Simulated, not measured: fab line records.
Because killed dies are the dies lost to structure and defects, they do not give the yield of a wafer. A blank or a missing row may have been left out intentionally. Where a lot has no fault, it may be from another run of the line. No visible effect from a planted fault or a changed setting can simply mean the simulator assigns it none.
Comparing a struck lot with a sound one || flow n5 finfet || 25 out of 1938 route steps
Sound: wafers L597.2, L597.3, L597.6. The struck wafers were L601.3, L601.4, L601.5. The cause is named last.
For every step that has rows: the tool of each side, followed by ch and its chambers, followed by its first start. Under that, the readings that differ: sound wafers || struck wafers || difference of the means || sigmas: that difference in standard deviations of wafers without a fault.
alike: a reading whose means differ by less than 2 such deviations, as well as words and numbers matching on both sides. not compared: withheld readings; readings where some wafer has no value; bounds like >300 that might hide an equal value; numbers whose values overlap and for which the record gives no deviation.
A row with sigmas, a row that says differs or no value, or rows on one side alone: a step with any of these is where the two part. Numbers that don't overlap but have no deviation are shown without sigmas and don't part them. A reading that every wafer of one side lacks parts them only if that side has two wafers or more.

first, 10 steps without rows for these wafers: N5_DUMMY_GATE_UV_OZONE_45 (time 120 s); N5_SPACER0_ALD_07 (deposits SiNx, target thk 2 nm); N5_SPACER0_ALD_00 (deposits SiOCN, target thk 3.5 nm, pulse time 3 s, purge time 2 s); N5_SPACER0_ALD_08 (deposits SiNx, target thk 2 nm); N5_SD_EPI_N_COAT_32 (time 60 s, resist thk 350 nm); N5_SD_EPI_N_COAT_33 (time 60 s, resist thk 35 nm); N5_SD_EPI_N_COAT_03 (resist thk 150 nm); N5_SD_EPI_N_EBR_05; N5_SD_EPI_N_SOFTBAKE_04 (time 60 s); N5_SD_EPI_N_EXPOSE_06 (exposes mask SD N BLK, target cd 120 nm).
N5_SD_EPI_N_PEB_07: peb time 60 s.
  sound on litho track-03 ch 0, day 5 02:05; struck on litho track-03 ch 0, day 6 00:41
{"reading": "plate temp C (C)", "sound": "110.02 109.95 110.10", "struck": "108.21 108.15 108.26", "difference": -1.82, "sigmas": -17}
  alike: exhaust pa
then, 1 step without rows for these wafers: N5_SD_EPI_N_DEVELOP_08 (develop time 30 s).
N5_SD_EPI_N_CD_MEAS_09 targets a cd of 120 nm.
  sound on cd sem-03 ch 0, day 5 02:10; struck on cd sem-01 ch 0, day 6 00:44
{"reading": "cd nm (nm)", "sound": "121.9 121.0 120.0", "struck": "114.8 116.7 115.9", "difference": -5.2, "sigmas": -7}
N5_SD_EPI_N_DESCUM_14: chemistry O2, time 7.9 s.
  sound on rie diel-05 ch 0,2,3, day 5 02:28; struck on rie diel-01 ch 0,3, day 6 00:50
{"reading": "model.SD_EPI_N.cd nm (nm)", "sound": "121.8 121.2 119.6", "struck": "114.4 116.6 115.8", "difference": -5.3, "sigmas": ""}
  alike: drypump motor current A, oes product au, rf vpp V, showerhead plenum p Torr, throttle valve pct
  not compared: rf hours counter h
then, 7 steps without rows for these wafers: N5_SD_EPI_N_ETCH_34 (etches SiARC in CF4, target depth 45.5 nm, time 75.8 s); N5_SD_EPI_N_ETCH_35 (etches SOC in N2/H2, overetch 108 nm, time 486 s); N5_SD_EPI_N_STRIP_36 (strips in N2/H2); N5_SD_EPI_N_ETCHBACK_44 (etches SiNx in CH3F/O2, stops on SiO2, target depth 14.5 nm); N5_SD_EPI_N_ETCH_45 (etches SiOCN in CH3F/O2, target depth 6 nm); N5_SD_EPI_N_ETCH_16 (etches SiO2 in CHF3/O2, target depth 5 nm); N5_SD_EPI_N_STRIP_47 (strips in CHF3/O2).
N5_SD_EPI_N_SD_RECESS_17: chemistry HBr/Cl2/O2, target depth 41 nm, time 23.7 s, bt time 3 s.
  sound on rie si-03 ch 1,3, day 5 03:10; struck on rie si-03 ch 1,3, day 6 01:31
{"reading": "model.SD_EPI_N.cd nm (nm)", "sound": "120.8 120.8 121.8", "struck": "114.6 114.2 116", "difference": -6.2, "sigmas": ""}
  alike: drypump motor current A, oes product au, throttle valve pct
  not compared: rf hours counter h
then, 1 step without rows for these wafers: N5_SD_EPI_N_STRIP_38 (strips in N2/H2).
-- a jump in the record: the struck wafers' starts before and after are 5 days apart (it breaks off in module SD_EPI_N and resumes in module BEOL_M4, where the first step shown is number 1111 of the route) --
N5_BEOL_M4_RC_MEAS_101:
  sound on prober-01 ch 0, day 10 06:04; struck on prober-02 ch 0, day 11 08:31
  alike: DIBL_N, DIBL_P, IOFF_N, IOFF_P, ION_N, ION_P, SS_N, SS_P, VT_N, VT_P
-- record jumps: 5 days separate the struck wafers' starts on either side; left off in module BEOL_M4, taken up again in module PASSIVATION, whose first shown step is the route's number 1936 --
N5_PASSIVATION_PROBE_49:
  sound on prober-01 at day 15 07:57; struck on prober-01 at day 16 04:12
  alike: defect limited yield, killed_at_M0_to_M3, killed_at_M4_up, killed at contacts, killed at front end, killed at other, killed dies, killed on rim, killed open, killed short, sort_bin_4_leakage, sort_bin_5_function, sort_bin_6_memory, sort n pass, sort yield pct

WHERE THEY PART
Earliest at N5_SD_EPI_N_PEB_07; latest, in this record, at N5_SD_EPI_N_CD_MEAS_09. Later steps at which nothing parts them and some readings are alike: N5_SD_EPI_N_DESCUM_14, N5_SD_EPI_N_SD_RECESS_17, N5_BEOL_M4_RC_MEAS_101, N5_PASSIVATION_PROBE_49.

WHY: what had been put in by the simulator
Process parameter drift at N5_SD_EPI_N_PEB_07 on litho track-03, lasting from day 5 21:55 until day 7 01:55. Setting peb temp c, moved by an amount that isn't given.
